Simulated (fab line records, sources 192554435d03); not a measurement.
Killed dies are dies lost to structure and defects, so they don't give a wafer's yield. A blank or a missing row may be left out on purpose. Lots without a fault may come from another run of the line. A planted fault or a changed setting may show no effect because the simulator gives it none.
Which tool did it? | flow n5_finfet | 22 lots, 66 wafers sampled, at 1 step of a route of 1938

WHAT THE GAUGES READ, wafer by wafer
N5_MOL_CONTACT_COAG_CD_MEAS_40: target cd 25.1 nm. Usual: cd_nm 25.17 nm, standard deviation 0.24.
lot  | measured     | on        | cd_nm (nm)        | flag
L074 | day 5 07:50  | cd_sem-01 | 25.20 24.77 25.18 |
L075 | day 5 13:53  | cd_sem-03 | 25.56 25.27 25.54 |
L077 | day 5 23:31  | cd_sem-02 | 25.27 24.97 25.17 |
L078 | day 6 04:33  | cd_sem-02 | 25.20 24.71 25.15 |
L079 | day 6 11:19  | cd_sem-03 | 25.27 25.52 25.70 |
L080 | day 6 15:07  | cd_sem-01 | 25.30 25.12 24.99 |
L081 | day 7 06:16  | cd_sem-01 | 25.34 24.89 25.30 |
L082 | day 7 06:20  | cd_sem-03 | 25.10 24.72 24.83 |
L083 | day 7 13:39  | cd_sem-01 | 25.29 25.26 25.38 |
L084 | day 7 17:28  | cd_sem-01 | 25.41 25.28 25.39 |
L086 | day 8 06:13  | cd_sem-01 | 25.52 25.28 25.19 |
L085 | day 8 06:43  | cd_sem-01 | 24.63 25.18 25.07 |
L088 | day 8 15:59  | cd_sem-01 | 25.44 24.74 25.19 |
L089 | day 9 00:17  | cd_sem-03 | 25.05 25.11 25.03 |
L090 | day 9 03:04  | cd_sem-01 | 25.55 25.20 25.49 |
L091 | day 9 07:55  | cd_sem-02 | 24.84 25.48 25.20 |
L092 | day 9 13:52  | cd_sem-02 | 25.17 25.24 24.74 |
L093 | day 9 21:49  | cd_sem-03 | 25.29 25.21 25.46 |
L094 | day 10 03:29 | cd_sem-01 | 25.00 24.96 24.85 |
L095 | day 10 07:41 | cd_sem-01 | 25.13 24.82 24.98 |
L096 | day 10 12:15 | cd_sem-03 | 24.98 25.27 25.42 |
L097 | day 10 19:04 | cd_sem-01 | 25.21 24.59 24.97 |

WHICH TOOL RAN EACH LOT (tool, then ch and the chambers of the sampled wafers, then the start)
The record holds no process step before these readings.

WHAT THE TOOLS THEMSELVES READ (means of the sampled wafers that have a number; where no wafer has one, the mark that the record gives instead)
The record holds no such reading with a usual standard deviation.

THE ANSWER, worked out from the rows above alone
Rule: a lot is off if the mean of its wafers that have a number lies more than 3 standard deviations from the usual mean. A lot without any number at a reading at which 4 lots or more have one is off too. The other lots that the step has rows for count as sound. The gauges are gone through in route order, then the tools' own readings, and for those a lot's mean is taken as printed above. The first step at which some lot is off is used, and at that step the reading that is off furthest; a lot without a number counts as furthest.
No lot is off at any reading shown: from this, nothing can be told.

WHAT THE SIMULATOR HAD PUT IN
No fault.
